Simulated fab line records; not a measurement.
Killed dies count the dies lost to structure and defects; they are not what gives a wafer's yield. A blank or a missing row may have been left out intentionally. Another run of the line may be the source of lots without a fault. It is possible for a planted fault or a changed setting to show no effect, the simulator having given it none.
fab line records    flow n5_finfet
record lots=10  wafers=30  last_day=18
route steps=1938 shown BEOL_M4@1111 BEOL_M10@1515 PASSIVATION@1936
lots untouched by any fault: they come from a run of this same line in which no faults occurred
start_h: the number of hours between the record's first day and the start of the first shown wafer of the lot    wait_h: hours elapsed since this lot's preceding step    " the same as in the row above    L1.1+2: a single row standing in for several wafers    - no value, or no start was given    * or withheld: withheld    < > ~ a bound
route shown NAME@n: NAME is a module with steps in the file, n the number in the route of the first one    usual: average and standard deviation across the fault-free wafers    same: alike in all rows    chamber/n: place in a boat    sites: each site's reading    _std_site: standard deviation across them    _edge_site: the outer-site mean with the inner-site mean subtracted    radius_mm: how far each site lies from the wafer's centre    mask NAME#n: copy n    behind: tool/chamber where the wafer was last shaped    hold: reason for holding the lot/hours on hold/outcome of the hold    device: the n, p or np transistor that did not switch    end of line: at the end of the route, the tests of the same wafers    for a step that has no rows: nothing shown but its recipe    killed: dies lost to structure and defects at the first sort, not the wafer's yield    map: a wafer's dies, x killed, . not, _ none there
set.NAME: the setting that was run; set.NAME@STEP: the one run at that earlier step    model.NAME: the simulator's own value behind a step, which no gauge read
the route's steps for a sample of lots (tables are steps, rows are wafers)
services: the hour from which a tool's chamber was out of use, counted from the record's first day as start_h (under 0 if before that day), plus the number of hours and why
## steps
# step N5_BEOL_M4_RC_MEAS_101
# usual DIBL_N=36.0/1.7  DIBL_P=36.0/2  IOFF_N=0.156/0.028  IOFF_P=0.21/0.04  ION_N=673/12  ION_P=463/8.3  SS_N=71.4/0.6  SS_P=73.3/0.66  VT_N=250/3  VT_P=-250/3.8
lot.wafer  tool       chamber  start_h  wait_h  DIBL_N[mV/V]  DIBL_P[mV/V]  IOFF_N[nA/um]  IOFF_P[nA/um]  ION_N[uA/um]  ION_P[uA/um]  SS_N[mV/dec]  SS_P[mV/dec]  VT_N[mV]  VT_P[mV]
L948.2     prober-02  0        208.03   0.2     36.1          35.1          0.155          0.20           669           462           71.7          73.6          252       -251
L948.4     "          0        "        "       36.3          35.6          0.168          0.22           681           465           70.9          73.2          248       -247
L948.6     "          0        "        "       36.6          35.9          0.159          0.22           673           461           71.8          74.5          251       -250
L950.3     prober-02  0        227.16   0.3     32.3          32.4          0.112          0.19           658           462           70.2          72.7          254       -249
L950.4     "          0        "        "       34.6          35.4          0.156          0.23           682           467           71.0          73.5          250       -247
L950.5     "          0        "        "       34.7          35.3          0.142          0.22           660           459           71.6          73.2          252       -247
L951.1     prober-01  0        236.13   0.0     39.2          38.8          0.220          0.28           699           477           72.1          74.7          243       -247
L951.4     "          0        "        "       32.8          30.8          0.107          0.16           658           465           70.5          72.3          254       -252
L951.5     "          0        "        "       35.6          34.7          0.146          0.21           670           463           71.4          73.2          252       -252
L952.1     prober-02  0        238.77   0.0     35.4          35.3          0.164          0.23           678           467           71.0          72.4          247       -245
L952.2     "          0        "        "       33.6          34.6          0.139          0.23           672           474           70.8          72.7          248       -247
L952.5     "          0        "        "       35.8          36.7          0.188          0.27           695           480           71.8          73.8          246       -245
L954.2     prober-01  0        245.12   0.2     35.5          34.7          0.141          0.20           656           460           70.8          73.3          254       -251
L954.3     "          0        "        "       37.3          36.9          0.182          0.23           684           472           71.4          72.7          249       -248
L954.5     "          0        "        "       37.1          37.1          0.174          0.24           688           467           71.6          73.9          249       -248
L958.2     prober-01  0        275.87   0.2     34.1          35.3          0.130          0.16           660           447           71.4          72.9          252       -257
L958.4     "          0        "        "       33.2          33.7          0.116          0.15           672           451           71.2          72.9          251       -256
L958.6     "          0        "        "       32.0          32.7          0.098          0.13           652           450           70.7          72.6          257       -257
L959.2     prober-02  0        289.62   0.2     34.4          34.3          0.118          0.18           667           462           70.8          72.6          256       -251
L959.5     "          0        "        "       35.9          36.0          0.145          0.21           662           456           71.1          73.1          250       -251
L959.6     "          0        "        "       34.5          33.9          0.125          0.18           662           463           71.1          72.5          252       -252
L961.1     prober-02  0        296.62   0.0     34.3          34.3          0.137          0.20           671           463           71.6          73.4          252       -247
L961.3     "          0        "        "       34.2          33.8          0.136          0.19           672           468           70.3          72.6          250       -249
L961.4     "          0        "        "       34.4          34.6          0.143          0.21           675           472           70.9          73.2          249       -245
L960.1     prober-01  0        300.79   0.0     38.1          38.5          0.208          0.24           692           468           71.7          73.9          247       -249
L960.4     "          0        "        "       37.2          36.4          0.179          0.20           673           455           71.9          73.5          249       -254
L960.6     "          0        "        "       38.8          38.3          0.202          0.25           686           466           72.1          74.6          246       -250
L963.1     prober-02  0        312.58   0.0     36.8          37.8          0.184          0.23           694           471           71.0          73.2          246       -249
L963.2     "          0        "        "       36.1          37.0          0.167          0.21           684           464           71.1          72.9          248       -251
L963.6     "          0        "        "       36.3          36.7          0.166          0.21           680           459           71.8          73.4          247       -253
# step N5_BEOL_M10_OCD_MEAS_38
# usual trench_depth_nm=149.7/2.8
lot.wafer  tool    chamber  start_h  wait_h  trench_depth_nm
L948.2     ocd-02  -        264.69   -       145.9
L948.4     "       -        "        "       150.7
L948.6     "       -        "        "       150.7
L950.3     ocd-02  -        281.32   -       152.6
L950.4     "       -        "        "       150.1
L950.5     "       -        "        "       149.1
L952.1     ocd-02  -        291.93   -       145.7
L952.2     "       -        "        "       147.4
L952.5     "       -        "        "       146.8
L951.1     ocd-01  -        293.38   -       150.1
L951.4     "       -        "        "       147.2
L951.5     "       -        "        "       148.9
L954.2     ocd-02  -        299.32   -       148.7
L954.3     "       -        "        "       150.8
L954.5     "       -        "        "       148.3
L958.2     ocd-02  -        328.82   -       146.1
L958.4     "       -        "        "       144.8
L958.6     "       -        "        "       143.9
L959.2     ocd-02  -        343.94   -       155.4
L959.5     "       -        "        "       153.8
L959.6     "       -        "        "       154.2
L961.1     ocd-02  -        355.05   -       150.6
L961.3     "       -        "        "       150.1
L961.4     "       -        "        "       146.0
L960.1     ocd-01  -        355.10   -       151.6
L960.4     "       -        "        "       150.8
L960.6     "       -        "        "       153.4
L963.1     ocd-02  -        373.78   -       151.3
L963.2     "       -        "        "       153.7
L963.6     "       -        "        "       152.6
# step N5_BEOL_M10_ANNEAL_51
# recipe temp_c=225  time_s=90  ambient=N2
# usual anneal_temp_c=224.99/0.17  anneal_temp_c_max=225.74/0.2  wafer_temp_C_max=226.03/0.24
lot.wafer  tool           chamber  start_h  wait_h  anneal_temp_c  anneal_temp_c_max  wafer_temp_C_max
L948.2     rtp_anneal-01  0        267.35   0.7     225.08         225.90             225.94
L948.4     "              0        "        "       225.08         226.09             225.52
L948.6     "              0        "        "       224.84         225.62             226.19
L950.3     rtp_anneal-02  0        285.00   0.1     224.78         225.47             225.86
L950.4     "              0        "        "       225.24         225.95             226.00
L950.5     "              0        "        "       225.03         225.76             226.20
L952.1     rtp_anneal-02  -        293.48   0.1     -              -                  -
L952.2     "              -        "        "       -              -                  -
L952.5     "              -        "        "       -              -                  -
L951.1     rtp_anneal-02  -        295.19   0.1     -              -                  -
L951.4     "              -        "        "       -              -                  -
L951.5     "              -        "        "       -              -                  -
L954.2     rtp_anneal-02  -        301.19   0.2     -              -                  -
L954.3     "              -        "        "       -              -                  -
L954.5     "              -        "        "       -              -                  -
L958.2     rtp_anneal-01  0        332.19   0.1     225.09         225.90             226.30
L958.4     "              0        "        "       225.01         225.65             225.92
L958.6     "              0        "        "       225.10         225.66             225.97
L959.2     rtp_anneal-02  0        348.78   0.3     224.90         225.83             225.90
L959.5     "              0        "        "       225.24         225.95             225.82
L959.6     "              0        "        "       224.87         225.53             226.08
L961.1     rtp_anneal-02  0        357.76   0.1     224.96         225.50             226.01
L961.3     "              0        "        "       224.89         225.76             225.87
L961.4     "              0        "        "       225.04         225.83             226.03
L960.1     rtp_anneal-02  0        358.08   0.1     224.88         225.69             226.30
L960.4     "              0        "        "       224.92         225.81             225.82
L960.6     "              0        "        "       224.78         225.58             225.96
L963.1     rtp_anneal-02  0        377.57   0.1     225.00         225.89             226.06
L963.2     "              0        "        "       224.92         225.75             226.29
L963.6     "              0        "        "       225.13         225.92             226.05
# step N5_BEOL_M10_CMP_52
# recipe stop_on=SiCOH_lowk  t_overpolish_s=7  down_force_psi=1  platen_rpm=50  clearing_platen_down_force_psi=1.5  clearing_platen_rpm=50  post_cmp_clean=cu_alkaline  target_thk_nm=140  clearing_platen_pad_velocity_m_s=0.99484  pad_velocity_m_s=0.99484
# usual barrier_field_endpoint_s=28.8/0.68  edge_zone_pressure_frac=1.000/0.0051  head_pressure_psi=1.0000/0.0022  motor_current_A=6.0/0.42  overpolish_run_s=7.000/0.0097  slurry_filter_dp_kPa=13.50/0.12  slurry_flow_ml_min=149.9/0.43  time_to_endpoint_s=65.0/2.8
lot.wafer  tool    chamber  start_h  wait_h  barrier_field_endpoint_s  edge_zone_pressure_frac  head_pressure_psi  motor_current_A  overpolish_run_s  slurry_filter_dp_kPa  slurry_flow_ml_min  time_to_endpoint_s
L948.4     cmp-02  1        267.60   0.1     27.9                      1.003                    0.9985             6.2              7.007             13.58                 149.9               62.2
L948.2     "       2        "        "       28.1                      0.993                    0.9978             6.0              6.999             13.54                 150.0               62.8
L948.6     "       1        "        "       28.3                      0.999                    0.9966             6.0              6.999             13.73                 150.4               60.3
L950.3     cmp-01  2        285.21   0.2     29.0                      0.998                    0.9952             5.4              7.006             13.39                 149.5               64.3
L950.4     "       0        "        "       29.8                      0.994                    0.9995             6.1              6.990             13.20                 149.0               66.8
L950.5     "       2        "        "       29.1                      0.995                    1.0004             5.5              6.996             13.52                 149.9               64.6
L952.2     cmp-02  0        293.79   0.2     33.6                      1.002                    0.9997             5.3              7.005             13.64                 150.3               85.5
L952.1     "       2        "        "       33.4                      0.999                    0.9999             5.9              7.004             13.43                 149.8               85.6
L952.5     "       0        "        "       34.6                      0.995                    1.0004             5.1              6.991             13.38                 150.1               83.6
L951.4     cmp-04  3        295.56   0.2     33.3                      1.004                    0.9998             5.9              7.012             13.59                 149.2               86.8
L951.1     "       0        "        "       33.6                      0.998                    0.9989             6.1              7.001             13.31                 150.3               85.7
L951.5     "       1        "        "       34.1                      1.000                    1.0014             5.8              7.002             13.43                 150.6               86.5
L954.2     cmp-04  1        301.44   0.2     35.5                      0.998                    0.9977             5.6              7.020             13.59                 149.9               86.9
L954.3     "       2        "        "       34.9                      1.007                    0.9999             5.9              7.000             13.58                 150.5               85.5
L954.5     "       1        "        "       34.6                      1.004                    0.9981             6.1              7.012             13.47                 150.3               85.9
L958.2     cmp-01  1        332.44   0.2     27.9                      1.007                    0.9995             7.1              7.001             13.38                 150.3               60.8
L958.4     "       3        "        "       28.7                      1.002                    0.9997             5.8              6.989             13.49                 149.7               64.1
L958.6     "       2        "        "       28.2                      0.999                    1.0014             5.3              6.998             13.53                 149.2               62.1
L959.2     cmp-01  3        349.04   0.2     28.6                      1.002                    0.9988             5.5              6.999             13.72                 150.0               65.1
L959.5     "       3        "        "       29.2                      1.000                    0.9959             6.1              7.005             13.67                 150.4               66.1
L959.6     "       0        "        "       29.5                      0.993                    0.9985             6.3              6.996             13.27                 150.3               62.9
L961.4     cmp-04  0        358.05   0.1     29.6                      0.989                    1.0020             6.1              6.995             13.47                 149.9               68.4
L961.3     "       1        "        "       28.7                      0.996                    1.0003             5.9              6.992             13.56                 150.1               65.8
L961.1     "       2        "        "       29.1                      1.004                    1.0026             5.8              7.017             13.70                 150.0               67.3
L960.1     cmp-04  2        358.37   0.3     27.6                      0.998                    1.0002             6.1              7.004             13.52                 149.9               59.7
L960.4     "       1        "        "       28.4                      1.003                    1.0023             6.0              6.995             13.54                 149.4               63.6
L960.6     "       3        "        "       28.6                      1.000                    0.9974             6.2              6.997             13.50                 150.2               63.4
L963.2     cmp-04  1        377.94   0.3     28.1                      1.000                    0.9978             5.9              7.005             13.47                 149.6               64.7
L963.1     "       2        "        "       28.3                      1.005                    1.0026             5.8              6.998             13.44                 149.6               67.4
L963.6     "       0        "        "       29.1                      0.996                    0.9998             6.2              7.008             13.55                 150.3               62.6
# step N5_PASSIVATION_PROBE_49
# usual defect_limited_yield=91.6/1.6  killed_at_M0_to_M3=31/10  killed_at_M4_up=14/6.3  killed_at_contacts=12/6.1  killed_at_front_end=39/12  killed_at_other=3.7/2.8  killed_dies=100/19  killed_on_rim=13/4.2  killed_open=66/14  killed_short=33/8.1  sort_bin_5_function=5.0/1.1  sort_bin_6_memory=3.2/0.66  sort_n_pass=1080/18  sort_yield_pct=91.6/1.6
# same gross_dies=1180  killed_at_back_side=0  sort_bin_4_leakage[%]=0  sort_bin_8_speed[%]=0
lot.wafer  tool       chamber  start_h  wait_h  defect_limited_yield[%]  killed_at_M0_to_M3  killed_at_M4_up  killed_at_contacts  killed_at_front_end  killed_at_other  killed_dies  killed_on_rim  killed_open  killed_short  sort_bin_5_function[%]  sort_bin_6_memory[%]  sort_n_pass  sort_yield_pct[%]
L948.2     prober-01  -        314.25   0.1     92.9                     29                  20               13                  21                   1                84           9              55           24            3.6                     3.4                   1096         92.9
L948.4     prober-01  -        314.35   0.2     91.8                     29                  18               13                  36                   1                97           12             60           37            4.9                     2.5                   1083         91.8
L948.6     prober-01  -        314.45   0.3     91.3                     34                  12               17                  38                   2                103          24             69           33            4.8                     3.6                   1077         91.3
L952.1     prober-02  -        339.01   0.0     49.7                     27                  505              7                   52                   2                593          10             59           45            5.3                     3.1                   587          49.7
L952.2     prober-02  -        339.06   0.1     75.6                     47                  166              23                  44                   8                288          18             95           50            6.9                     4.7                   892          75.6
L952.5     prober-02  -        339.21   0.2     51.9                     20                  486              6                   52                   3                567          13             67           32            4.4                     3.9                   613          51.9
L951.1     prober-01  -        339.24   0.0     92.1                     38                  11               6                   31                   7                93           8              68           24            4.2                     3.5                   1087         92.1
L951.4     prober-01  -        339.39   0.2     48.3                     32                  543              4                   29                   2                610          13             59           23            4.5                     2.0                   570          48.3
L951.5     prober-01  -        339.44   0.2     49.7                     26                  531              4                   25                   8                594          13             44           25            3.1                     2.5                   586          49.7
L954.2     prober-02  -        347.35   0.1     55.8                     24                  460              2                   33                   3                522          13             54           33            4.1                     3.1                   658          55.8
L954.3     prober-02  -        347.40   0.1     91.4                     32                  10               13                  44                   3                102          10             69           33            5.6                     2.9                   1078         91.4
L954.5     prober-02  -        347.50   0.2     92.9                     12                  25               8                   38                   1                84           15             59           25            4.2                     2.8                   1096         92.9
# killed by level:class
L948.2 MOL_CONTACT_COAG:geometric_particle:open=9 BEOL_M0_SAQP:geometric_particle:open=8 BEOL_M0_SAQP:geometric_particle:short=6 FIN_SAQP:geometric_particle:open=5 BEOL_M4:geometric_particle:open=5 MOL_CONTACT_COAG:geometric_particle:short=4 STI_FIN_REVEAL:geometric_particle:open=3 BEOL_M2:geometric_particle:open=3
L948.4 FIN_SAQP:geometric_particle:short=12 MOL_CONTACT_COAG:geometric_particle:open=12 BEOL_M2:geometric_particle:open=9 BEOL_M0_SAQP:geometric_particle:short=7 BEOL_M0_SAQP:geometric_particle:open=6 BEOL_M5:geometric_particle:open=6 FIN_SAQP:geometric_particle:open=5 BEOL_M5:geometric_particle:short=5
L948.6 FIN_SAQP:geometric_particle:open=16 MOL_CONTACT_COAG:geometric_particle:open=15 BEOL_M2:geometric_particle:open=13 FIN_SAQP:geometric_particle:short=11 BEOL_M0_SAQP:geometric_particle:short=5 BEOL_M3:geometric_particle:open=5 BEOL_M0_SAQP:geometric_particle:open=4 BEOL_M5:geometric_particle:open=4
L952.1 BEOL_M10:area_cmp=489 GATE_CUT:geometric_particle:short=13 FIN_SAQP:geometric_particle:open=10 FIN_SAQP:geometric_particle:short=8 BEOL_M3:geometric_particle:open=8 MOL_CONTACT_COAG:geometric_particle:open=7 BEOL_M0_SAQP:geometric_particle:short=7 BEOL_M5:geometric_particle:open=7
L952.2 BEOL_M10:area_cmp=142 MOL_CONTACT_COAG:geometric_particle:open=18 FIN_SAQP:geometric_particle:open=13 FIN_SAQP:geometric_particle:short=11 BEOL_M0_SAQP:geometric_particle:short=11 BEOL_M2:geometric_particle:open=8 BEOL_M3:geometric_particle:open=8 GATE_CUT:geometric_particle:short=7
L952.5 BEOL_M10:area_cmp=467 FIN_SAQP:geometric_particle:open=11 STI_FIN_REVEAL:geometric_particle:open=9 FIN_SAQP:geometric_particle:short=8 BEOL_M3:geometric_particle:open=7 GATE_CUT:geometric_particle:open=6 GATE_CUT:geometric_particle:short=6 MOL_CONTACT_COAG:geometric_particle:open=6
L951.1 BEOL_M2:geometric_particle:open=14 BEOL_M3:geometric_particle:open=12 FIN_SAQP:geometric_particle:open=10 GATE_CUT:geometric_particle:short=6 BEOL_M4:geometric_particle:open=6 DUMMY_GATE:geometric_particle:open=4 MOL_CONTACT_COAG:geometric_particle:open=4 BEOL_M1:geometric_particle:open=3
L951.4 BEOL_M10:area_cmp=528 BEOL_M2:geometric_particle:open=9 FIN_SAQP:geometric_particle:open=8 BEOL_M3:geometric_particle:open=6 FIN_SAQP:geometric_particle:short=5 BEOL_M0_SAQP:geometric_particle:open=5 GATE_CUT:geometric_particle:short=4 BEOL_M1:geometric_particle:open=4
L951.5 BEOL_M10:area_cmp=522 BEOL_M2:geometric_particle:open=7 FIN_SAQP:geometric_particle:short=5 GATE_CUT:geometric_particle:short=5 BEOL_M4:geometric_particle:open=5 BEOL_M0_SAQP:geometric_particle:open=4 BEOL_M0:geometric_particle:open=4 BEOL_M3:geometric_particle:open=4
L954.2 BEOL_M10:area_cmp=435 BEOL_M4:geometric_particle:open=16 FIN_SAQP:geometric_particle:short=7 BEOL_M0_SAQP:geometric_particle:short=7 ILD0:geometric_particle:open=6 BEOL_M0_SAQP:geometric_particle:open=6 DUMMY_GATE:geometric_particle:open=4 BEOL_M1:geometric_particle:open=4
L954.3 STI_FIN_REVEAL:geometric_particle:open=14 MOL_CONTACT_COAG:geometric_particle:open=11 BEOL_M0_SAQP:geometric_particle:open=10 BEOL_M0_SAQP:geometric_particle:short=7 BEOL_M3:geometric_particle:open=7 ILD0:geometric_particle:open=6 ILD0:geometric_particle:short=6 BEOL_M4:geometric_particle:open=6
L954.5 BEOL_M4:geometric_particle:open=12 FIN_SAQP:geometric_particle:open=11 ILD0:geometric_particle:short=7 MOL_CONTACT_COAG:geometric_particle:open=7 FIN_SAQP:geometric_particle:short=5 DUMMY_GATE:geometric_particle:open=4 BEOL_M2:geometric_particle:open=4 BEOL_M3:geometric_particle:open=4
## services
tool    chamber  start_h  hours  kind
cmp-02  -        244.06   -      consumable_replace:conditioner
cmp-02  -        244.06   -      consumable_replace:pad
cmp-04  -        247.54   5.0    repair
cmp-01  -        303.82   4.0    pm
cmp-01  -        307.82   -      consumable_replace:conditioner
cmp-01  -        307.82   -      consumable_replace:pad
cmp-04  -        318.51   3.0    repair
cmp-01  -        320.38   5.9    pm
cmp-02  -        350.29   3.3    repair
## key
first_sign step=N5_BEOL_M10_ANNEAL_51  reading=tool_record  direction=missing
effect step=N5_BEOL_M10_CMP_52  reading=barrier_field_endpoint_s  direction=up  sigmas=8  usual=28.8  struck=34.2
effect step=N5_PASSIVATION_PROBE_49  reading=killed_at_M4_up  direction=up  sigmas=46  usual=14  struck=304  wafers_moved=6
more_kills_born_at N5_BEOL_M10_CMP_52@cmp-04=1485  N5_BEOL_M10_CMP_52@cmp-02=1098
met_at N5_BEOL_M10_ANNEAL_51
struck_lots L951,L952,L954
not_acting_at N5_BEOL_M10_OCD_MEAS_38
onset_between 285.00 293.48
fault kind=skipped_step_whole  tool=rtp_anneal-02  chamber=-  onset_h=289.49  steps=N5_BEOL_M10_ANNEAL_51  scope=struck_lots_only
